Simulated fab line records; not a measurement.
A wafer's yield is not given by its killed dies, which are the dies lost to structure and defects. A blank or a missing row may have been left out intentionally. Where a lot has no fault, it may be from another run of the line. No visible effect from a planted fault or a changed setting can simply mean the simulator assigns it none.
Which tool did it? / flow nand harc / Sampling: 12 lots, 36 wafers, 6 of 1159 route steps

## WHAT EACH GAUGE READ, for each wafer
NHARC_P_M0_INSPECT_11. Usual: raw defect count 3.4, standard deviation 1.9.
lot=L782; measured=day 6 12:02; on=defect inspect-02; raw defect count=1 2 3; flag=
lot=L783; measured=day 6 17:16; on=defect inspect-02; raw defect count=5 5 4; flag=
lot=L784; measured=day 7 00:55; on=defect inspect-01; raw defect count=4 4 5; flag=
lot=L785; measured=day 7 14:53; on=defect inspect-02; raw defect count=4 5 2; flag=
lot=L787; measured=day 7 15:17; on=defect inspect-02; raw defect count=2 2 3; flag=
lot=L789; measured=day 8 00:56; on=defect inspect-02; raw defect count=1 4 3; flag=
lot=L790; measured=day 9 02:53; on=defect inspect-01; raw defect count=6 1 4; flag=
lot=L791; measured=day 9 04:18; on=defect inspect-02; raw defect count=6 7 3; flag=
lot=L799; measured=day 10 17:15; on=defect inspect-01; raw defect count=1 2 1; flag=
lot=L798; measured=day 10 21:57; on=defect inspect-02; raw defect count=2 4 4; flag=
lot=L801; measured=day 11 04:49; on=defect inspect-01; raw defect count=3 5 4; flag=
lot=L802; measured=day 11 21:43; on=defect inspect-01; raw defect count=11 7 5; flag=

NHARC_END_SORT_01. Usual: defect limited yield 95.4 %, standard deviation 1.6; killed at array 28, standard deviation 11; killed at other 0.9, standard deviation 1.2; killed at periphery 2.6, standard deviation 2.1; killed dies 31, standard deviation 11; killed open 3.1, standard deviation 1.7; killed short 1.9, standard deviation 1.3; sort_bin_2_pct 1.5 %, standard deviation 0.64; sort_bin_3_pct 0.26 %, standard deviation 0.21; sort_bin_4_pct 2.9 %, standard deviation 1.1; sort n pass 646, standard deviation 11; sort rim yield pct 96.4 %, standard deviation 2.3; sort yield pct 95.4 %, standard deviation 1.6.
lot=L789; measured=day 24 12:37; on=prober-02; defect limited yield (%)=96.3 95.3 94.4; killed at array=23 32 37; killed at other=0 0 0; killed at periphery=2 0 1; killed dies=25 32 38; killed open=2 3 6; killed short=1 2 3; sort_bin_2_pct (%)=1.6 2.2 1.9; sort_bin_3_pct (%)=0.15 0.30 0.30; sort_bin_4_pct (%)=1.9 2.2 3.4; sort n pass=652 645 639; sort rim yield pct (%)=97.2 98.1 97.2; sort yield pct (%)=96.3 95.3 94.4; flag=
lot=L791; measured=day 25 18:23; on=prober-01; defect limited yield (%)=96.8 95.4 96.9; killed at array=19 29 19; killed at other=0 0 0; killed at periphery=3 2 2; killed dies=22 31 21; killed open=1 3 3; killed short=2 1 1; sort_bin_2_pct (%)=1.3 1.9 1.0; sort_bin_3_pct (%)=0.15 0 0; sort_bin_4_pct (%)=1.8 2.7 2.1; sort n pass=655 646 656; sort rim yield pct (%)=99.1 94.3 98.1; sort yield pct (%)=96.8 95.4 96.9; flag=

## EACH LOT AND THE TOOL THAT RAN IT (in order: tool; ch and the chambers of the sampled wafers; start)
lot=L782; NHARC_P_M0_ECD_22=ecd cu-02 ch 0,1, day 6 13:23; NHARC_P_M0_CMP_23=cmp-03 ch 0,1,3, day 6 14:06; NHARC_P_M0_PRE_CLEAN_31=pecvd-04 ch 0,1, day 6 14:38; NHARC_P_M0_DEP_32=pecvd-04 ch 0,1, day 6 14:43
lot=L783; NHARC_P_M0_ECD_22=ecd cu-02 ch 1, day 6 18:44; NHARC_P_M0_CMP_23=cmp-01 ch 1,3, day 6 19:28; NHARC_P_M0_PRE_CLEAN_31=pecvd-04 ch 0,1,2, day 6 20:01; NHARC_P_M0_DEP_32=pecvd-04 ch 0,1,2, day 6 20:08
lot=L784; NHARC_P_M0_ECD_22=ecd cu-01 ch 0,1, day 7 02:28; NHARC_P_M0_CMP_23=cmp-01 ch 0,1, day 7 03:05; NHARC_P_M0_PRE_CLEAN_31=pecvd-04 ch 0,1,2, day 7 03:38; NHARC_P_M0_DEP_32=pecvd-04 ch 0,1,2, day 7 03:49
lot=L785; NHARC_P_M0_ECD_22=ecd cu-02 ch 0,1, day 7 16:14; NHARC_P_M0_CMP_23=cmp-01 ch 0,1,3, day 7 16:58; NHARC_P_M0_PRE_CLEAN_31=pecvd-04 ch 0,1,2, day 7 17:31; NHARC_P_M0_DEP_32=pecvd-04 ch 0,1,2, day 7 17:38
lot=L787; NHARC_P_M0_ECD_22=ecd cu-02 ch 0,1, day 7 16:52; NHARC_P_M0_CMP_23=cmp-03 ch 0,2,3, day 7 17:36; NHARC_P_M0_PRE_CLEAN_31=pecvd-04 ch 0,1,2, day 7 18:16; NHARC_P_M0_DEP_32=pecvd-04 ch 0,1,2, day 7 18:20
lot=L789; NHARC_P_M0_ECD_22=ecd cu-02 ch 0,1, day 8 02:25; NHARC_P_M0_CMP_23=cmp-04 ch 0,2, day 8 03:05; NHARC_P_M0_PRE_CLEAN_31=pecvd-03 ch 1,2, day 8 03:38; NHARC_P_M0_DEP_32=pecvd-03 ch 1,2, day 8 03:42
lot=L790; NHARC_P_M0_ECD_22=ecd cu-01 ch 0,1, day 9 04:20; NHARC_P_M0_CMP_23=cmp-03 ch 0,1,2, day 9 05:02; NHARC_P_M0_PRE_CLEAN_31=pecvd-03 ch 0,1,2, day 9 05:33; NHARC_P_M0_DEP_32=pecvd-03 ch 0,1,2, day 9 05:43
lot=L791; NHARC_P_M0_ECD_22=ecd cu-02 ch 0,1, day 9 05:45; NHARC_P_M0_CMP_23=cmp-04 ch 0,2,3, day 9 06:30; NHARC_P_M0_PRE_CLEAN_31=pecvd-01 ch 0,2, day 9 07:04; NHARC_P_M0_DEP_32=pecvd-01 ch 0,2, day 9 07:12
lot=L799; NHARC_P_M0_ECD_22=ecd cu-01 ch 0,1, day 10 18:37; NHARC_P_M0_CMP_23=cmp-01 ch 0,1, day 10 19:22; NHARC_P_M0_PRE_CLEAN_31=pecvd-01 ch 0,1,2, day 10 19:55; NHARC_P_M0_DEP_32=pecvd-01 ch 0,1,2, day 10 20:04
lot=L798; NHARC_P_M0_ECD_22=ecd cu-01 ch 0,1, day 10 23:17; NHARC_P_M0_CMP_23=cmp-03 ch 1,2, day 11 00:01; NHARC_P_M0_PRE_CLEAN_31=pecvd-04 ch 0,2, day 11 00:33; NHARC_P_M0_DEP_32=pecvd-04 ch 0,2, day 11 00:38
lot=L801; NHARC_P_M0_ECD_22=ecd cu-01 ch 0,1, day 11 06:11; NHARC_P_M0_CMP_23=cmp-03 ch 1,2, day 11 06:54; NHARC_P_M0_PRE_CLEAN_31=pecvd-03 ch 0,2, day 11 07:28; NHARC_P_M0_DEP_32=pecvd-03 ch 0,2, day 11 07:36
lot=L802; NHARC_P_M0_ECD_22=ecd cu-01 ch 0,1, day 11 23:09; NHARC_P_M0_CMP_23=cmp-01 ch 0,3, day 11 23:47; NHARC_P_M0_PRE_CLEAN_31=pecvd-01 ch 1,2, day 12 00:20; NHARC_P_M0_DEP_32=pecvd-01 ch 1,2, day 12 00:27
- NHARC_P_M0_ECD_22: material Cu, target thk 400 nm.
- NHARC_P_M0_CMP_23: polishes, t overpolish 20 s, target thk 117.53 nm.
- NHARC_P_M0_PRE_CLEAN_31: time 12 s.
- NHARC_P_M0_DEP_32: deposits SiCN, target thk 30 nm.

## AS READ BY THE TOOLS THEMSELVES (means over the sampled wafers that have a number; for cases with no such wafer, the mark the record gives instead)
NHARC_P_M0_CMP_23. Usual: motor current A 12.3 A, standard deviation 1.1; time to endpoint s 29.4 s, standard deviation 2.2.
lot=L782; tool=cmp-03; motor current A (A)=12.7; time to endpoint s (s)=31.2; flag=
lot=L783; tool=cmp-01; motor current A (A)=12.4; time to endpoint s (s)=31.5; flag=
lot=L784; tool=cmp-01; motor current A (A)=12.5; time to endpoint s (s)=28.7; flag=
lot=L785; tool=cmp-01; motor current A (A)=11.8; time to endpoint s (s)=28.7; flag=
lot=L787; tool=cmp-03; motor current A (A)=12.7; time to endpoint s (s)=30.5; flag=
lot=L789; tool=cmp-04; motor current A (A)=11.2; time to endpoint s (s)=31.8; flag=
lot=L790; tool=cmp-03; motor current A (A)=12.1; time to endpoint s (s)=30.9; flag=
lot=L791; tool=cmp-04; motor current A (A)=11.5; time to endpoint s (s)=30.1; flag=
lot=L799; tool=cmp-01; motor current A (A)=11.2; time to endpoint s (s)=29.9; flag=
lot=L798; tool=cmp-03; motor current A (A)=13.0; time to endpoint s (s)=29.3; flag=
lot=L801; tool=cmp-03; motor current A (A)=13.1; time to endpoint s (s)=29.6; flag=
lot=L802; tool=cmp-01; motor current A (A)=11.2; time to endpoint s (s)=29.9; flag=

NHARC_P_M0_PRE_CLEAN_31. Usual: heater power w 603 W, standard deviation 53.
lot=L782; tool=pecvd-04; heater power w (W)=571; flag=
lot=L783; tool=pecvd-04; heater power w (W)=588; flag=
lot=L784; tool=pecvd-04; heater power w (W)=565; flag=
lot=L785; tool=pecvd-04; heater power w (W)=598; flag=
lot=L787; tool=pecvd-04; heater power w (W)=615; flag=
lot=L789; tool=pecvd-03; heater power w (W)=610; flag=
lot=L790; tool=pecvd-03; heater power w (W)=626; flag=
lot=L791; tool=pecvd-01; heater power w (W)=661; flag=
lot=L799; tool=pecvd-01; heater power w (W)=638; flag=
lot=L798; tool=pecvd-04; heater power w (W)=597; flag=
lot=L801; tool=pecvd-03; heater power w (W)=624; flag=
lot=L802; tool=pecvd-01; heater power w (W)=595; flag=

NHARC_P_M0_DEP_32. Usual: chamber pressure Torr 3.000 Torr, standard deviation 0.0067; heater power w 569 W, standard deviation 61; showerhead vpp V 1330 V, standard deviation 36.
lot=L782; tool=pecvd-04; chamber pressure Torr (Torr)=2.993; heater power w (W)=534; showerhead vpp V (V)=1302; flag=
lot=L783; tool=pecvd-04; chamber pressure Torr (Torr)=2.997; heater power w (W)=544; showerhead vpp V (V)=1322; flag=
lot=L784; tool=pecvd-04; chamber pressure Torr (Torr)=3.006; heater power w (W)=529; showerhead vpp V (V)=1323; flag=
lot=L785; tool=pecvd-04; chamber pressure Torr (Torr)=3.000; heater power w (W)=532; showerhead vpp V (V)=1333; flag=
lot=L787; tool=pecvd-04; chamber pressure Torr (Torr)=3.002; heater power w (W)=531; showerhead vpp V (V)=1320; flag=
lot=L789; tool=pecvd-03; chamber pressure Torr (Torr)=3.001; heater power w (W)=635; showerhead vpp V (V)=1340; flag=
lot=L790; tool=pecvd-03; chamber pressure Torr (Torr)=3.002; heater power w (W)=539; showerhead vpp V (V)=1331; flag=
lot=L791; tool=pecvd-01; chamber pressure Torr (Torr)=3.007; heater power w (W)=637; showerhead vpp V (V)=1348; flag=
lot=L799; tool=pecvd-01; chamber pressure Torr (Torr)=3.004; heater power w (W)=608; showerhead vpp V (V)=1328; flag=
lot=L798; tool=pecvd-04; chamber pressure Torr (Torr)=2.996; heater power w (W)=614; showerhead vpp V (V)=1347; flag=
lot=L801; tool=pecvd-03; chamber pressure Torr (Torr)=2.995; heater power w (W)=582; showerhead vpp V (V)=1293; flag=
lot=L802; tool=pecvd-01; chamber pressure Torr (Torr)=3.007; heater power w (W)=576; showerhead vpp V (V)=1333; flag=

## THE ANSWER, worked out from the rows above alone
Rule: take the mean of a lot's wafers that have a number; if it is more than 3 standard deviations from the usual mean, the lot is off. Also off: a lot with no number at a reading for which 4 or more lots have one. Any other lot the step has rows for is counted as sound. Order of review: gauges by route order, followed by the tools' own readings, for which a lot's mean as printed above is used. The first step at which some lot is off is used, and at that step the reading that is off furthest; a lot without a number counts as furthest.
Across all readings shown, no lot is off: no conclusion can be drawn from this.

## WHAT WAS PUT IN BY THE SIMULATOR
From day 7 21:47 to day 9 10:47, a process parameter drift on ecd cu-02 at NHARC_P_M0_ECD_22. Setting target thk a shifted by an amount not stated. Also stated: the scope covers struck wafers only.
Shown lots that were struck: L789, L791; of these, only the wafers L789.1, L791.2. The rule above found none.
